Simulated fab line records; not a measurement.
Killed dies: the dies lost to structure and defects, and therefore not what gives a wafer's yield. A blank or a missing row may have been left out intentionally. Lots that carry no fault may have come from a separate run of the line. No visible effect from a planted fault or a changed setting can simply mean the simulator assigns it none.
Comparing a struck lot with a sound one    flow n5 finfet    35 out of 1938 route steps
Sound: these wafers, L899.1, L899.5, L899.6. Struck: wafers L901.1, L901.3, L901.4. At the end, the cause is stated.
For every step that has rows: the tool of each side, followed by ch and its chambers, followed by its first start. Under that, the readings that differ: sound wafers    struck wafers    difference of the means    sigmas: that difference in standard deviations of wafers without a fault.
alike: a reading whose means differ by less than 2 such deviations, as well as words and numbers matching on both sides. not compared: withheld readings; readings where some wafer has no value; bounds like >300 that might hide an equal value; numbers whose values overlap and for which the record gives no deviation.
Wherever a step has rows on one side only, a row that says differs or no value, or a row with sigmas, the two part there. When numbers do not overlap yet have no deviation, they are printed without sigmas and do not part them. Lack of a reading on every wafer of one side parts them only where that side has two or more wafers.

first, 9 steps without rows for these wafers: N5_STI_FIN_REVEAL_PRECLEAN_18 (cleans in SC2, time 45 s); N5_STI_FIN_REVEAL_SRD_28 (time 30 s); N5_DUMMY_GATE_PRECLEAN_00 (cleans in O3/DIW, time 60 s); N5_DUMMY_GATE_SRD_01 (time 30 s); N5_DUMMY_GATE_ALD_02 (deposits SiO2, target thk 2 nm, pulse time 1 s); N5_DUMMY_GATE_CVD_03 (deposits a-Si from SiH4, target thk 150 nm, time 8042 s); N5_DUMMY_GATE_PRECLEAN_46 (cleans in DIW, time 89.5 s); N5_DUMMY_GATE_SRD_47 (dry time 32 s); N5_DUMMY_GATE_CMP_04 (polishes a-Si).
N5_DUMMY_GATE_HM_DEP_06: deposits SiNx from DCS/NH3, target thk 80 nm, time 5141 s.
  sound on lpcvd-02 ch 1/65,1/84,1/89, day 5 18:34; struck on lpcvd-01 ch 1/15,1/25,1/29, day 6 08:32
reading                                         sound           struck        difference  sigmas
model.SiNx_of_DUMMY_GATE_HM_DEP_06.thk nm (nm)  80.2 81.2 80.8  87.2 87 86.6  +6.2        
then, 24 steps without rows for these wafers: N5_DUMMY_GATE_PECVD_30 (deposits SiO2 from TEOS/O2, target thk 55 nm, time 10.8 s); N5_DUMMY_GATE_COAT_34 (time 60 s, resist thk 60 nm); N5_DUMMY_GATE_COAT_35 (time 60 s, resist thk 10 nm); N5_DUMMY_GATE_COAT_28 (time 60 s, resist thk 10 nm); N5_DUMMY_GATE_COAT_09 (resist thk 30 nm); N5_DUMMY_GATE_EBR_11; N5_DUMMY_GATE_SOFTBAKE_10 (time 60 s); N5_DUMMY_GATE_EXPOSE_12 (exposes mask GATE, target cd 25 nm); N5_DUMMY_GATE_PEB_13 (peb time 60 s); N5_DUMMY_GATE_DEVELOP_14 (develop time 30 s); N5_DUMMY_GATE_DESCUM_20 (chemistry O2, time 6.2 s); N5_DUMMY_GATE_ETCH_29 (etches underlayer in N2/H2, target depth 13 nm); N5_DUMMY_GATE_ETCH_36 (etches SiARC in CF4, target depth 13 nm); N5_DUMMY_GATE_ETCH_37 (etches SOC in N2/H2, target depth 60 nm, overetch 30 nm); N5_DUMMY_GATE_STRIP_38 (strips in N2/H2); N5_DUMMY_GATE_STRIP_39 (strips in N2/H2); N5_DUMMY_GATE_TRIM_49 (chemistry O2, time 29 s, target cd 14 nm); N5_DUMMY_GATE_STRIP_40 (strips in CF4); N5_DUMMY_GATE_ETCH_31 (etches SiO2 in C4F6/O2, target depth 82.5 nm, time 27.5 s); N5_DUMMY_GATE_STRIP_41 (strips in O2); N5_DUMMY_GATE_HM_OPEN_21 (chemistry CH3F/O2, target SiNx, target depth 120 nm, time 171.4 s); N5_DUMMY_GATE_ETCH_32 (etches SiO2 in CF4, target depth 3.5 nm, time 3.9 s); N5_DUMMY_GATE_ETCH_23 (etches poly-Si in HBr/Cl2/O2, target depth 41 nm, time 22.3 s); N5_DUMMY_GATE_ETCH_44 (etches poly-Si in HBr/O2, stops on SiO2, target depth 127.5 nm).
N5_ILD0_CMP_03: polishes, stops on SiNx, t overpolish 1.9 s, target thk 197.38 nm.
  sound on cmp-03 ch 0,1,3, day 6 14:17; struck on cmp-03 ch 0,1,3, day 7 03:49
reading                                         sound           struck        difference  sigmas
model.SiNx_of_DUMMY_GATE_HM_DEP_06.thk nm (nm)  77.2 78.2 77.8  84.2 84 83.6  +6.2        
  alike: motor current A, overpolish run s, time to endpoint s

## WHERE THEY PART
Nowhere in this record.

WHY: what had been put in by the simulator
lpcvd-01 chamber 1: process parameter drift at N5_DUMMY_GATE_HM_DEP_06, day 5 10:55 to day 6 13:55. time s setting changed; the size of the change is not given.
